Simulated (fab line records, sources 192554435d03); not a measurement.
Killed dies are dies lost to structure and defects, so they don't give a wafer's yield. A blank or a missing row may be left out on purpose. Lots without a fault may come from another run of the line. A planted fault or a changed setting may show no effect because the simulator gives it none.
Which tool did it? | flow n5_finfet | 10 lots, 28 wafers sampled, at 3 steps of a route of 1938

WHAT THE GAUGES READ, wafer by wafer
N5_MOL_CONTACT_COAG_OVL_MEAS_85.
lot  | measured     | on         | VG_OVL (nm)
L659 | day 5 10:57  | overlay-02 | 0.1 1.0 0.5
L660 | day 6 02:29  | overlay-01 | -0.2 0.3 0.1
L661 | day 6 06:40  | overlay-02 | 1.0 -0.4 -0.1
L663 | day 6 09:49  | overlay-01 | 3.7 3.9 4.2
L664 | day 6 13:26  | overlay-01 | 0.5 0.3 0.7
L665 | day 6 16:46  | overlay-01 | -0.1 -0.8 -0.4
L668 | day 7 19:41  | overlay-01 | 6.0 5.1 5.2
L674 | day 9 00:36  | overlay-01 | -0.2 0.0 -0.4
L677 | day 10 00:23 | overlay-02 | 0.9 1.3
L679 | day 10 10:02 | overlay-02 | 0.4 0.8

WHICH TOOL RAN EACH LOT (tool, then ch and the chambers of the sampled wafers, then the start)
lot  | N5_MOL_CONTACT_COAG_PRE_CLEAN_142 | N5_MOL_CONTACT_COAG_EXPOSE_81
L659 | pvd_sputter-02, day 5 07:06       | euv_scanner-01 ch 0, day 5 10:47
L660 | pvd_sputter-01, day 5 22:10       | euv_scanner-01 ch 0, day 6 02:19
L661 | pvd_sputter-01, day 6 02:36       | euv_scanner-01 ch 0, day 6 06:29
L663 | pvd_sputter-02, day 6 05:32       | euv_scanner-01 ch 0, day 6 09:38
L664 | pvd_sputter-03, day 6 08:59       | euv_scanner-02 ch 0, day 6 13:16
L665 | pvd_sputter-01, day 6 12:51       | euv_scanner-02 ch 0, day 6 16:36
L668 | pvd_sputter-02, day 7 15:35       | euv_scanner-01 ch 0, day 7 19:31
L674 | pvd_sputter-03, day 8 19:56       | euv_scanner-02 ch 0, day 9 00:25
L677 | pvd_sputter-03, day 9 20:02       | euv_scanner-02 ch 0, day 10 00:14
L679 | pvd_sputter-01, day 10 06:10      | euv_scanner-02 ch 0, day 10 09:51
- N5_MOL_CONTACT_COAG_PRE_CLEAN_142: time 60 s.
- N5_MOL_CONTACT_COAG_EXPOSE_81: exposes mask VG, defocus 0 nm.

THE ANSWER, worked out from the rows above alone
Rule: what is usual is taken from the lots themselves. Put in order of their means at a reading, lots are off if they are a third of the lots or fewer, leave a main group of 4 or more, and stand apart from it by a gap of 3 or more times the standard deviation of the main group's means; of several such gaps the widest counts. A main group whose means are all the same, to the digits that the tables above print for the reading, isn't used. A lot without any number at a reading at which 4 lots or more have one is off too. The other lots that the step has rows for count as sound.
Off: L663, L668, at N5_MOL_CONTACT_COAG_OVL_MEAS_85 (VG_OVL). The main group: mean 0.3 nm, standard deviation 0.46.
A tool fits if, at a process step before that reading, it ran every lot that is off, and no sound lot after the first of them. The gauges at N5_MOL_CONTACT_COAG_OVL_MEAS_85 are tried like those tools. Can't be told from this: 2 tools fit, pvd_sputter-02 at N5_MOL_CONTACT_COAG_PRE_CLEAN_142, euv_scanner-01 at N5_MOL_CONTACT_COAG_EXPOSE_81.

WHAT THE SIMULATOR HAD PUT IN
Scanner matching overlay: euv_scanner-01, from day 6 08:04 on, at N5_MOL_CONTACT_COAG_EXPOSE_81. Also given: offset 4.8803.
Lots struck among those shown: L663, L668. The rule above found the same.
